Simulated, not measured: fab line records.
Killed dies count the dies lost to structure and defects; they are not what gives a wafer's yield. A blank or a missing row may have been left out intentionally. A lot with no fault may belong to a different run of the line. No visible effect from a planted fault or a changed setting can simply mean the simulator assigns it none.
Chamber matching :: flow nand_harc :: NHARC_A_CHANNEL_HOLE_D1_DEP_01 on pecvd-01: 3 sister chambers
The step deposits SiON, target thk 140 nm. 14 wafers are shown with their chamber, then 7 later ones without.

== WAFERS, EACH WITH ITS CHAMBER ==
wafer: L076.2
chamber: 2
heater_power_w (W): 684
rf_fwd_power_W (W): 345.5

wafer: L076.4
chamber: 1
heater_power_w (W): 693
rf_fwd_power_W (W): 350.5

wafer: L076.5
chamber: 0
heater_power_w (W): 720
rf_fwd_power_W (W): 348.7

wafer: L077.1
chamber: 1
heater_power_w (W): 744
rf_fwd_power_W (W): 350.0

wafer: L077.2
chamber: 2
heater_power_w (W): 675
rf_fwd_power_W (W): 347.2

wafer: L077.3
chamber: 0
heater_power_w (W): 819
rf_fwd_power_W (W): 348.4

wafer: L078.4
chamber: 2
heater_power_w (W): 599
rf_fwd_power_W (W): 346.8

wafer: L078.5
chamber: 1
heater_power_w (W): 750
rf_fwd_power_W (W): 348.4

wafer: L078.6
chamber: 0
heater_power_w (W): 778
rf_fwd_power_W (W): 349.7

wafer: L086.1
chamber: 0
heater_power_w (W): 850
rf_fwd_power_W (W): 347.6

wafer: L086.4
chamber: 1
heater_power_w (W): 681
rf_fwd_power_W (W): 349.7

wafer: L086.5
chamber: 0
heater_power_w (W): 705
rf_fwd_power_W (W): 348.0

wafer: L088.1
chamber: 1
heater_power_w (W): 650
rf_fwd_power_W (W): 348.8

wafer: L088.3
chamber: 2
heater_power_w (W): 609
rf_fwd_power_W (W): 348.5

SIGNATURES (means of the wafers above)
reading: heater_power_w
chamber 0: 774.40
chamber 1: 703.60
chamber 2: 641.75
scatter within a chamber: 51

reading: rf_fwd_power_W
chamber 0: 348.480
chamber 1: 349.480
chamber 2: 347.000
scatter within a chamber: 0.959
Rule: distance of a wafer from a chamber = root of the sum over the readings of ((wafer's reading minus chamber's mean) / reading's scatter) squared. The wafer belongs to the nearest chamber; if the next one is less than 2 further off, it can't be placed. The scatter is the square root of a quotient: the sum, over the shown wafers, of each reading's squared deviation from its chamber's mean, divided by wafers minus chambers.

== WAFERS MISSING THEIR CHAMBER ==
wafer: L088.4
heater_power_w (W): 624
rf_fwd_power_W (W): 348.7

wafer: L091.1
heater_power_w (W): 805
rf_fwd_power_W (W): 350.6

wafer: L091.3
heater_power_w (W): 592
rf_fwd_power_W (W): 345.3

wafer: L091.4
heater_power_w (W): 607
rf_fwd_power_W (W): 347.2

wafer: L094.3
heater_power_w (W): 619
rf_fwd_power_W (W): 348.4

wafer: L094.4
heater_power_w (W): 576
rf_fwd_power_W (W): 347.1

wafer: L094.5
heater_power_w (W): 639
rf_fwd_power_W (W): 348.0

== WHICH CHAMBER EACH ONE RAN IN ==
wafer: L088.4
from the rows above: can't be placed: 1 or 2 or 0
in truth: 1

wafer: L091.1
from the rows above: can't be placed: 0 or 1
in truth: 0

wafer: L091.3
from the rows above: 2
in truth: 2

wafer: L091.4
from the rows above: 2
in truth: 2

wafer: L094.3
from the rows above: can't be placed: 2 or 1 or 0
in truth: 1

wafer: L094.4
from the rows above: 2
in truth: 2

wafer: L094.5
from the rows above: can't be placed: 2 or 1 or 0
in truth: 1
Correct placement for 3 of the 7. Cannot be placed on the basis of these rows: 4; the candidates contain the true chamber in 4. Placed wrongly: 0.
